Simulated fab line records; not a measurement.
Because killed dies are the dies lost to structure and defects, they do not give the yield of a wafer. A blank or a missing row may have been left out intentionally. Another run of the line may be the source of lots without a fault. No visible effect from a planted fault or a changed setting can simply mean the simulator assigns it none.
One fault seen from 2 desks | flow n5Finfet | every desk sees just its own numbers, and what lay behind them comes last

## TOOL OWNER'S DESK, pecvd-03
The tool's own readings at N5_BEOL_M0_SAQP_PECVD_96 (deposits a-Si from SiH4/He, target thk 45 nm, time 45.2 s): means of the sampled wafers that have a number, for each lot that ran on this tool. If a lot's mean is further than 4 standard deviations from the usual mean, the lot is out of limits and carries the mark OUT (the distance appears in the brackets).
Columns: A = heaterPowerW at N5_BEOL_M0_SAQP_PECVD_96, usual 631 W; B = runLengthS at N5_BEOL_M0_SAQP_PECVD_96, usual 81.3 s; C = showerheadPlenumPTorr at N5_BEOL_M0_SAQP_PECVD_96, usual 5.67 Torr; D = throttleValvePct at N5_BEOL_M0_SAQP_PECVD_96, usual 18.4 %
lot  | first seen here | A   | B               | C    | D
L667 | day 5 21:05     | 577 | 80.9            | 5.65 | 19.9
L671 | day 7 05:19     | 681 | 81.1            | 5.66 | 18.8
L673 | day 7 11:03     | 652 | 81.3            | 5.66 | 19.0
L675 | day 7 23:37     | 598 | 80.9            | 5.65 | 19.6
L677 | day 8 19:47     | 660 | 80.9            | 5.66 | 18.9
L680 | day 9 04:39     | 732 | 84.5 (+5.9) OUT | 5.67 | 18.4
This desk's verdict: out of limits on L680, starting with L680 at day 9 04:39 (runLengthS at N5_BEOL_M0_SAQP_PECVD_96). In limits: L667, L671, L673, L675, L677.

## METROLOGY DESK
Means of the sampled wafers that have a number, per lot and without regard to the tool the lot ran on: this is what the gauges read. If a lot's mean is further than 4 standard deviations from the usual mean, the lot is out of limits and carries the mark OUT (the distance appears in the brackets). Shown here are 7 of its 10 readings, the ones lying furthest out on some lot.
Columns: A = DIBL_N at N5_BEOL_M4_RC_MEAS_101, usual 36.2 mV/V; B = IOFF_P at N5_BEOL_M4_RC_MEAS_101, usual 0.210 nA/um; C = ION_N at N5_BEOL_M4_RC_MEAS_101, usual 677 uA/um; D = ION_P at N5_BEOL_M4_RC_MEAS_101, usual 465 uA/um; E = SS_N at N5_BEOL_M4_RC_MEAS_101, usual 71.4 mV/dec; F = VT_N at N5_BEOL_M4_RC_MEAS_101, usual 249.9 mV; G = VT_P at N5_BEOL_M4_RC_MEAS_101, usual -250 mV
lot  | first seen here | A    | B     | C   | D   | E    | F     | G
L667 | day 7 20:34     | 35.7 | 0.230 | 684 | 473 | 70.9 | 247.1 | -247
L671 | day 10 00:17    | 34.7 | 0.216 | 681 | 470 | 71.1 | 250.5 | -251
L674 | day 10 08:52    | 36.1 | 0.238 | 679 | 465 | 71.5 | 248.5 | -246
L673 | day 10 17:23    | 35.7 | 0.246 | 678 | 475 | 71.7 | 248.0 | -245
L675 | day 11 05:05    | 36.0 | 0.224 | 678 | 471 | 71.2 | 250.2 | -246
L677 | day 11 21:41    | 36.2 | 0.201 | 669 | 463 | 71.8 | 251.0 | -251
L680 | day 12 01:48    | 36.5 | 0.262 | 691 | 478 | 71.8 | 246.8 | -246
L686 | day 13 20:10    | 37.4 | 0.209 | 672 | 463 | 71.5 | 250.4 | -249
L687 | day 14 17:31    | 37.0 | 0.215 | 681 | 466 | 71.4 | 247.6 | -251
This desk's finding: nothing out of limits on any of the 9 lots.

## PUT TOGETHER
At day 9 04:39, on L680, the tool owner's desk was in a position to raise an alarm.
From the metrology desk's view, nothing was out of limits.
The metrology desk holds a record of L680, inside its limits.
Every lot named ran N5_BEOL_M0_SAQP_PECVD_96 on pecvd-03.

## WHAT WAS PUT IN BY THE SIMULATOR
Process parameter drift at N5_BEOL_M0_SAQP_PECVD_96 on pecvd-03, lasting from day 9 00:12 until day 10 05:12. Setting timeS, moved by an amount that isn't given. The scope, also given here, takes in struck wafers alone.
Struck lots among those shown: L680.
Delay in hours, fault start to first out-of-limits reading, by desk: the tool owner's desk at 4.
